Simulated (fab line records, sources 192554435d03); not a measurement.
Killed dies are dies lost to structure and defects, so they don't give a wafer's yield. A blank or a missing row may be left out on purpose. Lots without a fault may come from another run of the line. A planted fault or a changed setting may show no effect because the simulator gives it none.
Split-lot experiment | flow n5_finfet | 7 lots, 39 wafers read, on a route of 1938 steps

THE SPLIT
At N5_GATE_CUT_ALD_22 (deposits SiNx, target thk 16 nm, pulse time 1 s, ald cycles 320), the setting ald_cycles was moved away from the recipe's 320 on 9 of the 39 wafers read, by +16.6% to +53.8%. The other wafers ran this setting at the recipe's value.

The reading is taken at the split's own step.

THE READING
SiNx_of_GATE_CUT_ALD_22.thk_nm (the simulator's own value, which no gauge read), in nm, at N5_GATE_CUT_ALD_22 (deposits SiNx, target thk 16 nm, pulse time 1 s, ald cycles 320). The file gives no usual value for it. The 30 wafers here that ran the recipe average 16.0 nm, standard deviation 0.08 nm.

wafer  | tool, chamber at the split | ald_cycles as run | against the recipe | SiNx_of_GATE_CUT_ALD_22.thk_nm, nm | against lot-mates on the recipe
L077.1 | ald_sin-01, 3,0,1          | 373               | +16.6%             | 18.6                               | +2.6
L077.2 | ald_sin-01, 3,0,1          | 373               | +16.6%             | 18.6                               | +2.6
L077.3 | ald_sin-01, 3,0,1          | 373               | +16.6%             | 18.6                               | +2.6
L077.4 | ald_sin-01, 2,1,0          | 320               | recipe             | 16                                 | -
L077.5 | ald_sin-01, 2,1,0          | 320               | recipe             | 16                                 | -
L077.6 | ald_sin-01, 2,1,0          | 320               | recipe             | 16                                 | -
L079.1 | ald_sin-02, 2              | 320               | recipe             | 16.2                               | -
L079.2 | ald_sin-02, 3,0,1,2,1      | 320               | recipe             | 16                                 | -
L079.3 | ald_sin-02, 3,0,1,2,1      | 320               | recipe             | 16                                 | -
L079.4 | ald_sin-02, 3,0,1,2,1      | 320               | recipe             | 16                                 | -
L079.5 | ald_sin-02, 3,0,1,2,1      | 320               | recipe             | 16                                 | -
L079.6 | ald_sin-02, 3,0,1,2,1      | 320               | recipe             | 16                                 | -
L086.1 | ald_sin-01, 1,2            | 320               | recipe             | 16                                 | -
L086.4 | ald_sin-01, 1,2            | 320               | recipe             | 16                                 | -
L086.5 | ald_sin-01, 2              | 320               | recipe             | 16.2                               | -
L089.1 | ald_sin-04, 3,2,1          | 320               | recipe             | 16                                 | -
L089.4 | ald_sin-04, 3,2,1          | 320               | recipe             | 16                                 | -
L089.6 | ald_sin-04, 3,2,1          | 320               | recipe             | 16                                 | -
L089.2 | ald_sin-04, 1,0,2          | 492               | +53.8%             | 24.6                               | +8.6
L089.3 | ald_sin-04, 1,0,2          | 492               | +53.8%             | 24.6                               | +8.6
L089.5 | ald_sin-04, 1,0,2          | 492               | +53.8%             | 24.6                               | +8.6
L092.1 | ald_sin-01, 0,3,1,1,0,3    | 320               | recipe             | 16                                 | -
L092.2 | ald_sin-01, 0,3,1,1,0,3    | 320               | recipe             | 16                                 | -
L092.3 | ald_sin-01, 0,3,1,1,0,3    | 320               | recipe             | 16                                 | -
L092.4 | ald_sin-01, 0,3,1,1,0,3    | 320               | recipe             | 16                                 | -
L092.5 | ald_sin-01, 0,3,1,1,0,3    | 320               | recipe             | 16                                 | -
L092.6 | ald_sin-01, 0,3,1,1,0,3    | 320               | recipe             | 16                                 | -
L093.1 | ald_sin-01, 3,1,2          | 320               | recipe             | 16                                 | -
L093.2 | ald_sin-01, 3,1,2          | 320               | recipe             | 16                                 | -
L093.4 | ald_sin-01, 3,1,2          | 320               | recipe             | 16                                 | -
L093.3 | ald_sin-01, 0,1            | 470               | +46.9%             | 23.4                               | +7.4
L093.6 | ald_sin-01, 0,1            | 470               | +46.9%             | 23.4                               | +7.4
L093.5 | ald_sin-01, 0              | 470               | +46.9%             | 23.6                               | +7.6
L094.1 | ald_sin-02, 3,2,1,1        | 320               | recipe             | 16.2                               | -
L094.2 | ald_sin-02, 3,2,1,1        | 320               | recipe             | 16.2                               | -
L094.3 | ald_sin-02, 3,2,1,1        | 320               | recipe             | 16.2                               | -
L094.6 | ald_sin-02, 3,2,1,1        | 320               | recipe             | 16.2                               | -
L094.4 | ald_sin-02, 0              | 320               | recipe             | 16                                 | -
L094.5 | ald_sin-02, 0              | 320               | recipe             | 16                                 | -
Where a row lists several chambers, the file gives one row for several wafers and doesn't say which wafer went through which chamber.

THE FIT
A straight line over all 39 wafers: SiNx_of_GATE_CUT_ALD_22.thk_nm changes by +0.159 nm for each +1% of ald_cycles; r = +1.00; the points scatter about the line by 0.08 nm.
The same after taking each lot's own level away (the mean of its wafers on the recipe; 39 wafers): +0.16 nm for each +1%; r = +1.00; scatter 0.063 nm.
On that fit, the largest move of ald_cycles shifts the reading by 8.6 nm.
The lots' own levels span 16.00 to 16.13 nm, that is 1.7 times the standard deviation above.
So the lot-to-lot level changes the slope little: the two slopes agree.
Check: with one of the wafers moved furthest among these (+53.8%) left out of the fit, the line predicts +8.57 nm for it against its lot-mates. It came out at +8.6 nm against them.

OTHER SPLITS ON THESE WAFERS
These wafers also went through other splits before the reading. Each is held against what the fit with the lots' levels taken away leaves over:
other split on the same wafers | wafers away from the commonest value | r with SiNx_of_GATE_CUT_ALD_22.thk_nm (lot level and that fit taken away)
N5_FIN_SAQP_ETCH_65 time_s     | 9                                    | +0.15

THE FILE'S OWN FIT
SiNx_of_GATE_CUT_ALD_22.thk_nm changes by +0.16 nm for each +1% of ald_cycles, r = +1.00.
